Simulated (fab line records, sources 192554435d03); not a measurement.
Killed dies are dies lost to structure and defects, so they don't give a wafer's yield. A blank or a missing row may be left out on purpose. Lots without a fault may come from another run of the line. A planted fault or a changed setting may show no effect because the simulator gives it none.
A struck lot beside a sound one | flow n5_finfet | 15 steps out of a route of 1938
Sound: wafers L275.1, L275.3, L275.4. Struck: wafer L289.6. (L289.4 of the same lot was not struck and is left out.) The cause comes at the end.
At each step with rows: each side's tool, then ch and its chambers, then its first start. Under that, the readings that differ: sound wafers | struck wafers | difference of the means | sigmas: that difference in standard deviations of wafers without a fault.
alike: readings whose means differ by less than 2 such deviations, and words and numbers that are the same on both sides. not compared: withheld readings, readings that some wafer has no value for, bounds like >300 that may hide the same value, and numbers for which the record gives no deviation and whose values overlap.
The two part at a step that has a row with sigmas, a row that says differs or no value, or rows on one side only. Numbers that don't overlap but have no deviation are shown without sigmas and don't part them. A reading that every wafer of one side lacks parts them only if that side has two wafers or more.

first, 1 step without rows for these wafers: N5_HKMG_FIN_COAT_66 (time 60 s, resist thk 300 nm).
N5_HKMG_FIN_ETCH_67: etches SOC in N2/H2, stops on TiN, target depth 388.9 nm.
  sound on rie_diel-05 ch 0,2,3, day 4 08:42; struck on rie_diel-06 ch 1, day 7 18:08
  alike: drypump_motor_current_A, h2_flow_sccm, oes_product_au, rf_vpp_V, showerhead_plenum_p_Torr, throttle_valve_pct
  not compared: rf_hours_counter_h
then, 2 steps without rows for these wafers: N5_HKMG_FIN_STRIP_90 (strips SOC in N2/H2, time 20 s); N5_HKMG_FIN_WET_ETCH_73 (etches the open film in SC1, time 42.3 s, target depth 1.3 nm, rinse time 30 s).
N5_HKMG_FIN_ETCHBACK_68: etches the open film in Cl2/Ar, stops on HfO2, target depth 0.5 nm.
  sound on rie_metal-01 ch 0,1, day 4 08:56; struck on rie_metal-03 ch 0, day 7 18:23
  reading                     | sound       | struck | difference | sigmas
  drypump_motor_current_A (A) | 6.3 6.3 6.2 | 5.3    | -1.0       | -3
  alike: oes_product_au, throttle_valve_pct
  not compared: rf_hours_counter_h
then, 2 steps without rows for these wafers: N5_HKMG_FIN_STRIP_69 (strips in N2/H2, time 360 s); N5_HKMG_FIN_ALD_21 (deposits TiN, target thk 1.5 nm, pulse time 1 s, purge time 3 s).
N5_HKMG_FIN_ALD_72: deposits W, target thk 2 nm, pulse time 1 s, purge time 2 s.
  sound on cvd_w-02 ch 0,1, day 4 09:49; struck on cvd_w-02 ch 1, day 7 19:16
  alike: heater_power_outer_w, heater_power_w, precursor_pulse_height_rel
N5_HKMG_FIN_W_FILL_22: material W, target thk 60 nm, time 18.2 s.
  sound on cvd_w-02 ch 0,1, day 4 09:52; struck on cvd_w-02 ch 1, day 7 19:19
  reading                | sound          | struck | difference | sigmas
  throttle_valve_pct (%) | 18.5 19.6 18.4 | 19.9   | +1.1       | +2
  alike: heater_power_outer_w, heater_power_w
then, 2 steps without rows for these wafers: N5_HKMG_FIN_PRECLEAN_83 (cleans in DIW, time 57.5 s); N5_HKMG_FIN_SRD_84 (dry time 32 s).
N5_HKMG_FIN_CMP_23: polishes, stops on SiNx, t overpolish 10 s, target thk 46.326 nm.
  sound on cmp-04 ch 0,1,3, day 4 09:59; struck on cmp-03 ch 3, day 7 19:39
  reading              | sound             | struck | difference | sigmas
  overpolish_run_s (s) | 9.989 9.982 9.982 | 10.005 | +0.021     | +2
  alike: edge_zone_pressure_frac, head_pressure_psi, motor_current_A, time_to_endpoint_s
N5_HKMG_FIN_CMP_94: polishes, stops on SiNx, t overpolish 4.7 s, target thk 43.299 nm.
  sound on cmp-04 ch 0,1,3, day 4 10:28; struck on cmp-03 ch 3, day 7 19:59
  reading                              | sound          | struck | difference | sigmas
  model.SiNx_of_SDB_ALD_29.thk_nm (nm) | 28.2 28.4 28.2 | 28.6   | +0.3       |
  alike: edge_zone_pressure_frac, head_pressure_psi, motor_current_A
-- the record jumps here: 4 days lie between the struck wafers' starts before and after (it left off in module HKMG_FIN and takes up again in module BEOL_M4, whose first step shown is number 1111 of the route) --
N5_BEOL_M4_RC_MEAS_101:
  sound on prober-02 ch 0, day 8 14:50; struck on prober-02 ch 0, day 11 18:04
  reading       | sound          | struck | difference | sigmas
  DIBL_N (mV/V) | 35.1 33.9 35.2 | 38.8   | +4.1       | +2
  alike: DIBL_P, IOFF_N, IOFF_P, ION_N, ION_P, SS_N, SS_P, VT_N, VT_P
-- the record jumps here: 5 days lie between the struck wafers' starts before and after (it left off in module BEOL_M4 and takes up again in module PASSIVATION, whose first step shown is number 1936 of the route) --
N5_PASSIVATION_PROBE_49:
  sound on prober-01, day 13 08:47; struck on prober-01, day 16 18:38
  alike: defect_limited_yield, killed_at_M0_to_M3, killed_at_M4_up, killed_at_contacts, killed_at_front_end, killed_at_other, killed_dies, killed_open, killed_short, sort_bin_5_function, sort_bin_6_memory, sort_bin_8_speed, sort_n_pass, sort_yield_pct

WHERE THEY PART
First at N5_HKMG_FIN_ETCHBACK_68; last, within this record, at N5_BEOL_M4_RC_MEAS_101. Later steps at which nothing parts them and some readings are alike: N5_PASSIVATION_PROBE_49.

WHY: what the simulator had put in
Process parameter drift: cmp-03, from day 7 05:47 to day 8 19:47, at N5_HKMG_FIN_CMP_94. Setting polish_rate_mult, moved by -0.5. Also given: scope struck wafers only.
